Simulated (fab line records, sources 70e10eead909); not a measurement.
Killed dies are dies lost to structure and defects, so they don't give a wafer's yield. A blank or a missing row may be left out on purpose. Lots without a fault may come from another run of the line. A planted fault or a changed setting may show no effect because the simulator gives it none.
A struck lot beside a sound one | flow nand_harc | 19 steps out of a route of 1302
Sound: wafers L152.3, L152.4, L152.5. Struck: wafers L157.1, L157.3, L157.5. The cause comes at the end.
At each step with rows: each side's tool, then ch and its chambers, then its first start. Under that, the readings that differ: sound wafers | struck wafers | difference of the means | sigmas: that difference in standard deviations of wafers without a fault.
alike: readings whose means differ by less than 2 such deviations, and words and numbers that are the same on both sides. not compared: withheld readings, readings that some wafer has no value for, bounds like >300 that may hide the same value, and numbers for which the record gives no deviation and whose values overlap.
The two part at a step that has a row with sigmas, a row that says differs or no value, or rows on one side only. Numbers that don't overlap but have no deviation are shown without sigmas and don't part them. A reading that every wafer of one side lacks parts them only if that side has two wafers or more.

NHARC_P_GATE_ETCHBACK_37: etches the open film in CHF3/O2, target depth 34.5 nm, time 17.2 s.
  sound on rie_diel-03 ch 1,2,3; struck on rie_diel-02 ch 0,3
  alike: chf3_flow_sccm, drypump_motor_current_A, oes_product_au, rf_fwd_power_W, rf_vpp_V, showerhead_plenum_p_Torr, throttle_valve_pct
  not compared: rf_hours_counter_h
NHARC_P_GATE_STRIP_101: strips in O2, time 20 s.
  sound on rie_diel-03 ch 0,1,2, day 9 03:17; struck on rie_diel-02 ch 0,2, day 11 13:43
  alike: drypump_motor_current_A, oes_product_au, rf_vpp_V, showerhead_plenum_p_Torr, throttle_valve_pct
  not compared: rf_hours_counter_h
then, 10 steps without rows for these wafers: NHARC_P_GATE_PRECLEAN_97 (cleans in SPM, time 600 s); NHARC_P_GATE_SRD_98; NHARC_P_GATE_PRECLEAN_99 (cleans in SC1); NHARC_P_GATE_SRD_100; NHARC_P_GATE_DEHYDRATE_38 (time 120 s); NHARC_P_GATE_HMDS_39 (time 30 s); NHARC_P_GATE_COAT_40; NHARC_P_GATE_SOFTBAKE_41 (time 95 s); NHARC_P_GATE_EBR_42; NHARC_P_GATE_EXPOSE_43 (exposes mask P NSD, target cd 720 nm).
NHARC_P_GATE_PEB_44: peb time 85 s.
  sound on litho_track-07 ch 0, day 9 04:07; struck on litho_track-02 ch 0, day 11 14:33
  reading                  | sound                | struck               | difference | sigmas
  heater_power_total_W (W) | 163.72 164.14 164.14 | 159.40 159.63 159.67 | -4.43      | -16
  plate_temp_C (C)         | 117.91 118.05 117.93 | 115.58 115.45 115.57 | -2.43      | -20
  alike: resist_line_temp_C
then, 1 step without rows for these wafers: NHARC_P_GATE_DEVELOP_45 (time 70 s).
NHARC_P_GATE_CD_MEAS_46: target cd 720 nm.
  sound on cd_sem-02 ch 0, day 9 04:13; struck on cd_sem-02 ch 0, day 11 14:38
  alike: cd_nm
then, 1 step without rows for these wafers: NHARC_P_GATE_HARDBAKE_47 (time 80 s).
NHARC_P_GATE_DESCUM_48: chemistry O2, time 3 s.
  sound on rie_diel-12 ch 2,3, day 9 04:23; struck on rie_diel-03 ch 0,1,3, day 11 14:49
  alike: drypump_motor_current_A, oes_product_au, rf_vpp_V, showerhead_plenum_p_Torr, throttle_valve_pct
  not compared: rf_hours_counter_h, model.P_GATE.cd_nm
then, 1 step without rows for these wafers: NHARC_P_GATE_IMPLANT_49.
-- the record jumps here: 18 days lie between the struck wafers' starts before and after (it left off in module P_GATE and takes up again in module END, whose first step shown is number 1302 of the route) --
NHARC_END_SORT_01:
  sound on prober-02 ch 0, day 27 17:40; struck on prober-01 ch 0, day 29 23:50
  reading         | sound | struck | difference | sigmas
  killed_at_other | 1 3 2 | 0      | -2         | -2
  alike: killed_at_array, killed_at_periphery, killed_dies, killed_open, killed_short

WHERE THEY PART
First at NHARC_P_GATE_PEB_44; last, within this record, at NHARC_END_SORT_01.

WHY: what the simulator had put in
Process parameter drift: litho_track-02, from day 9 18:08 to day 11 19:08, at NHARC_P_GATE_PEB_44. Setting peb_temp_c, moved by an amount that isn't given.
